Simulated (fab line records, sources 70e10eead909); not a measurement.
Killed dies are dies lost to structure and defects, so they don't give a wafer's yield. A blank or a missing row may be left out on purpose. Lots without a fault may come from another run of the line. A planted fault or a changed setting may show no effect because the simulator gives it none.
Chamber matching | flow nand_harc | NHARC_THIN_TSV_ETCH_44 on rie_diel-12: 4 sister chambers
The step etches the open film in CF4/O2, target depth 1594.2 nm, time 797.1 s. 20 wafers are shown with their chamber, then 10 later ones without.

WAFERS WITH THEIR CHAMBER
wafer  | chamber | drypump_motor_current_A (A) | rf_vpp_V (V) | throttle_valve_pct (%)
L080.4 | 3       | 5.9                         | 801          | 16.910
L080.5 | 1       | 6.4                         | 795          | 16.905
L080.6 | 0       | 5.4                         | 791          | 16.925
L084.2 | 3       | 5.9                         | 801          | 16.915
L084.4 | 2       | 5.3                         | 791          | 16.908
L084.5 | 0       | 5.4                         | 790          | 16.921
L081.2 | 0       | 5.4                         | 791          | 16.929
L081.3 | 2       | 5.3                         | 789          | 16.929
L081.6 | 0       | 5.4                         | 792          | 16.907
L083.2 | 3       | 5.9                         | 802          | 16.911
L083.3 | 0       | 5.4                         | 791          | 16.924
L083.5 | 3       | 5.9                         | 801          | 16.900
L087.1 | 1       | 6.4                         | 797          | 16.905
L087.2 | 2       | 5.3                         | 792          | 16.927
L087.6 | 2       | 5.3                         | 791          | 16.914
L085.1 | 1       | 6.3                         | 797          | 16.901
L085.2 | 2       | 5.3                         | 789          | 16.920
L085.6 | 0       | 5.4                         | 789          | 16.919
L092.1 | 1       | 6.4                         | 797          | 16.908
L092.2 | 3       | 5.9                         | 802          | 16.913

SIGNATURES (means of the wafers above)
reading                 | chamber 0 | chamber 1 | chamber 2 | chamber 3 | scatter within a chamber
drypump_motor_current_A | 5.400     | 6.375     | 5.300     | 5.900     | 0.0217
rf_vpp_V                | 790.67    | 796.50    | 790.40    | 801.40    | 1.02
throttle_valve_pct      | 16.92083  | 16.90475  | 16.91960  | 16.90980  | 0.00688
Rule: a wafer's distance from a chamber is the root of the sum, over the readings, of the square of ((its reading less the chamber's mean) divided by the reading's scatter). The wafer belongs to the nearest chamber; if the next one is less than 2 further off, it can't be placed. The scatter: the root of (the sum of the squares of (reading less its chamber's mean) over the shown wafers, divided by (wafers less chambers)).

WAFERS WITHOUT THEIR CHAMBER
wafer  | drypump_motor_current_A (A) | rf_vpp_V (V) | throttle_valve_pct (%)
L092.6 | 6.3                         | 796          | 16.913
L091.4 | 5.8                         | 802          | 16.909
L091.5 | 5.4                         | 791          | 16.904
L091.6 | 5.9                         | 801          | 16.922
L095.2 | 5.4                         | 792          | 16.913
L095.4 | 5.3                         | 790          | 16.923
L095.5 | 5.4                         | 790          | 16.917
L096.1 | 6.4                         | 796          | 16.917
L096.4 | 5.3                         | 789          | 16.910
L096.5 | 5.9                         | 801          | 16.906

WHICH CHAMBER EACH WENT THROUGH
wafer  | from the rows above | in truth
L092.6 | 1                   | 1
L091.4 | 3                   | 3
L091.5 | 0                   | 0
L091.6 | 3                   | 3
L095.2 | 0                   | 0
L095.4 | 2                   | 2
L095.5 | 0                   | 0
L096.1 | 1                   | 1
L096.4 | 2                   | 2
L096.5 | 3                   | 3
Placed correctly: 10 of 10. Can't be placed from these rows: 0. Placed wrongly: 0.
